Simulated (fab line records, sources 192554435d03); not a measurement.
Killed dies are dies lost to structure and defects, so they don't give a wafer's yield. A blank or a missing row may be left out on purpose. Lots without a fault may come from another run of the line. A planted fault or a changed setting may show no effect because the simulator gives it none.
Split-lot experiment | flow n5_finfet | 7 lots, 21 wafers read, on a route of 1938 steps

THE SPLIT
At N5_PASSIVATION_EXPOSE_27 (exposes mask PAD, defocus 0 nm), the setting dose_mj was moved away from the recipe's 32.3 on 8 of the 21 wafers read, by -4.6% to +4.6%. The other wafers ran this setting at the recipe's value.

FROM THE SPLIT TO THE READING: what the file shows between them, 3 steps
- N5_PASSIVATION_PEB_28
- N5_PASSIVATION_DEVELOP_29: develop time 60 s
- N5_PASSIVATION_HARDBAKE_31: time 120 s

THE READING
cd_nm, in nm, at N5_PASSIVATION_CD_MEAS_30 (target cd 4000 nm). Fault-free wafers of this fab line usually give 3998.8 nm, standard deviation 1.6 nm.

wafer  | tool, chamber at the split | dose_mj as run | against the recipe | cd_nm, nm | against lot-mates on the recipe
L074.1 | krf_scanner-02, 0          | 30.8           | -4.6%              | 3992.3    | -6.4
L074.3 | krf_scanner-02, 0          | 30.8           | -4.6%              | 3991.8    | -6.9
L074.5 | krf_scanner-02, 0          | 32.3           | recipe             | 3998.7    | -
L075.3 | krf_scanner-01, 0          | 32.3           | recipe             | 3997.8    | -
L075.4 | krf_scanner-01, 0          | 32.3           | recipe             | 3994.4    | -
L075.5 | krf_scanner-01, 0          | 32.3           | recipe             | 3997.9    | -
L079.2 | krf_scanner-01, 0          | 33.15          | +2.6%              | 4002.7    | no lot-mate on the recipe
L079.4 | krf_scanner-01, 0          | 33.15          | +2.6%              | 4002.5    | no lot-mate on the recipe
L079.6 | krf_scanner-01, 0          | 33.15          | +2.6%              | 4005.0    | no lot-mate on the recipe
L082.2 | krf_scanner-02, 0          | 32.3           | recipe             | 3999.2    | -
L082.5 | krf_scanner-02, 0          | 33.08          | +2.4%              | 4002.9    | +4.1
L082.6 | krf_scanner-02, 0          | 32.3           | recipe             | 3998.5    | -
L086.2 | krf_scanner-01, 0          | 32.3           | recipe             | 4000.6    | -
L086.4 | krf_scanner-01, 0          | 32.3           | recipe             | 3999.5    | -
L086.6 | krf_scanner-01, 0          | 32.3           | recipe             | 4001.2    | -
L091.1 | krf_scanner-02, 0          | 32.3           | recipe             | 4000.3    | -
L091.3 | krf_scanner-02, 0          | 32.3           | recipe             | 4003.5    | -
L091.4 | krf_scanner-02, 0          | 32.3           | recipe             | 3999.8    | -
L092.2 | krf_scanner-02, 0          | 33.77          | +4.6%              | 4007.8    | +10.5
L092.3 | krf_scanner-02, 0          | 33.77          | +4.6%              | 4004.5    | +7.2
L092.6 | krf_scanner-02, 0          | 32.3           | recipe             | 3997.3    | -

THE FIT
A straight line over all 21 wafers: cd_nm changes by +1.55 nm for each +1% of dose_mj; r = +0.89; the points scatter about the line by 1.9 nm.
The same after taking each lot's own level away (the mean of its wafers on the recipe; 18 wafers): +1.68 nm for each +1%; r = +0.95; scatter 1.3 nm.
On that fit, the largest move of dose_mj shifts the reading by 7.8 nm.
The lots' own levels span 3996.70 to 4001.20 nm, that is 2.8 times the standard deviation above.
So the lot-to-lot level changes the slope little: the two slopes agree.
Check: with one of the wafers moved furthest among these (-4.6%) left out of the fit, the line predicts -8.02 nm for it against its lot-mates. It came out at -6.4 nm against them.

OTHER SPLITS ON THESE WAFERS
These wafers also went through other splits before the reading. Each is held against what the fit with the lots' levels taken away leaves over:
other split on the same wafers         | wafers away from the commonest value | r with cd_nm (lot level and that fit taken away)
N5_BEOL_M15_TRENCH_ETCH_34 time_s      | 4                                    | -0.18
N5_PASSIVATION_PASS_ETCH_74 source_w   | 8                                    | +0.21
N5_PASSIVATION_SPUTTER_20 target_thk_a | 6                                    | -0.29
N5_PASSIVATION_AL_DEP_21 time_s        | 7                                    | -0.03

THE FILE'S OWN FIT
cd_nm changes by +1.67 nm for each +1% of dose_mj, r = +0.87.
